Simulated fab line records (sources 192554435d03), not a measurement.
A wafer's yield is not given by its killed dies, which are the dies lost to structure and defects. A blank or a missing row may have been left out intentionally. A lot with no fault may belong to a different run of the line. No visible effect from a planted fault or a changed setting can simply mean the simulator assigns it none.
Lot-split experiment -- flow n5Finfet -- 21 wafers read across 7 lots, on a route 1938 steps long

## ABOUT THE SPLIT
At N5_MOL_CONTACT_COAG_EXPOSE_05 (exposes mask CA, defocus 0 nm), the setting doseMj was moved away from the recipe's 38.25 on 5 of the 21 wafers read, by -4.5% to +5.7%. This setting was run at the recipe's value on the other wafers.

## FROM THE SPLIT TO THE READING: what the file shows between them, 2 steps
- N5_MOL_CONTACT_COAG_PEB_06: peb time 60 s
- N5_MOL_CONTACT_COAG_DEVELOP_07: develop time 30 s

## THE READING
At N5_MOL_CONTACT_COAG_CD_MEAS_08: cdNm in nanometres, against a target cd of 28 nm. Fault-free wafers of this fab line usually give 27.95 nm, standard deviation 0.23 nm.

wafer,"tool, chamber at the split",doseMj as run,against the recipe,"cdNm, nm",against lot-mates on the recipe
L081.3,"euvScanner-02, 0",38.25,recipe,27.86,-
L081.4,"euvScanner-02, 0",38.25,recipe,27.61,-
L081.5,"euvScanner-02, 0",38.25,recipe,27.97,-
L082.1,"euvScanner-01, 0",38.25,recipe,28.36,-
L082.2,"euvScanner-01, 0",38.25,recipe,27.97,-
L082.5,"euvScanner-01, 0",38.25,recipe,27.97,-
L087.3,"euvScanner-01, 0",36.57,-4.4%,26.91,-1.02
L087.4,"euvScanner-01, 0",38.25,recipe,27.98,-
L087.5,"euvScanner-01, 0",38.25,recipe,27.88,-
L089.2,"euvScanner-01, 0",36.51,-4.5%,26.48,-1.48
L089.4,"euvScanner-01, 0",36.51,-4.5%,26.72,-1.24
L089.6,"euvScanner-01, 0",38.25,recipe,27.96,-
L091.2,"euvScanner-01, 0",38.25,recipe,28.20,-
L091.5,"euvScanner-01, 0",38.25,recipe,28.11,-
L091.6,"euvScanner-01, 0",38.25,recipe,27.92,-
L093.1,"euvScanner-02, 0",38.25,recipe,28.38,-
L093.3,"euvScanner-02, 0",38.25,recipe,28.17,-
L093.5,"euvScanner-02, 0",38.25,recipe,28.24,-
L097.1,"euvScanner-01, 0",38.25,recipe,27.92,-
L097.5,"euvScanner-01, 0",40.44,+5.7%,29.37,+1.45
L097.6,"euvScanner-01, 0",40.44,+5.7%,28.80,+0.88

FIT RESULTS
A straight line over all 21 wafers: cdNm changes by +0.237 nm for each +1% of doseMj; r = +0.93; the points scatter about the line by 0.24 nm.
The same after taking each lot's own level away (the mean of its wafers on the recipe; 21 wafers): +0.238 nm for each +1%; r = +0.96; scatter 0.18 nm.
The reading moves by 1.4 nm for the largest change in doseMj, on that fit.
Measured against the standard deviation above, the lots' own levels, which go from 27.813 to 28.263 nm, span 2.0 times it.
Consequently the slope shifts little with the lot-to-lot level, the two slopes agreeing.
Check: +1.26 nm against its lot-mates is what the line predicts for one of the wafers moved furthest among these (+5.7%) when that wafer is left out of the fit. It came out at +1.45 nm against them.

## THE OTHER SPLITS THESE WAFERS WENT THROUGH
Other splits were also applied to these wafers ahead of the reading. Each is held against what the fit with the lots' levels taken away leaves over:
other split on the same wafers,wafers away from the commonest value,r with cdNm (lot level and that fit taken away)
N5_SD_EPI_N_DEVELOP_08 developTimeS,5,-0.06
N5_SDB_COAT_05 spinRpm,7,-0.03
N5_HKMG_FIN_CVD_62 tempC,7,-0.10
N5_HKMG_FIN_COAT_85 spinRpm,7,-0.20
N5_MOL_CONTACT_COAG_COAT_104 spinRpm,6,+0.22

## THE WHOLE CHAIN: every reading that the file lists as answering this split, in the file's order
step,what it does,reading,change (the file's fit),r (the file's)
N5_MOL_CONTACT_COAG_CD_MEAS_08,target cd 28 nm,cdNm,+0.239 nm for each +1% of the setting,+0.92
N5_MOL_CONTACT_COAG_ETCH_59,"etches underlayer in N2/H2, target depth 13 nm, time 10.4 s","MOL_CONTACT_COAG.cdOffsetNm (the simulator's own value, which no gauge read)",+0.203 nm for each +1% of the setting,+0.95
N5_MOL_CONTACT_COAG_ETCH_105,"etches SiARC in CF4, target depth 15.6 nm, time 26 s","MOL_CONTACT_COAG.cdOffsetNm (the simulator's own value, which no gauge read)",+0.185 nm for each +1% of the setting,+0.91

## THE FILE'S OWN FIT
cdNm changes by +0.239 nm for each +1% of doseMj, r = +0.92.
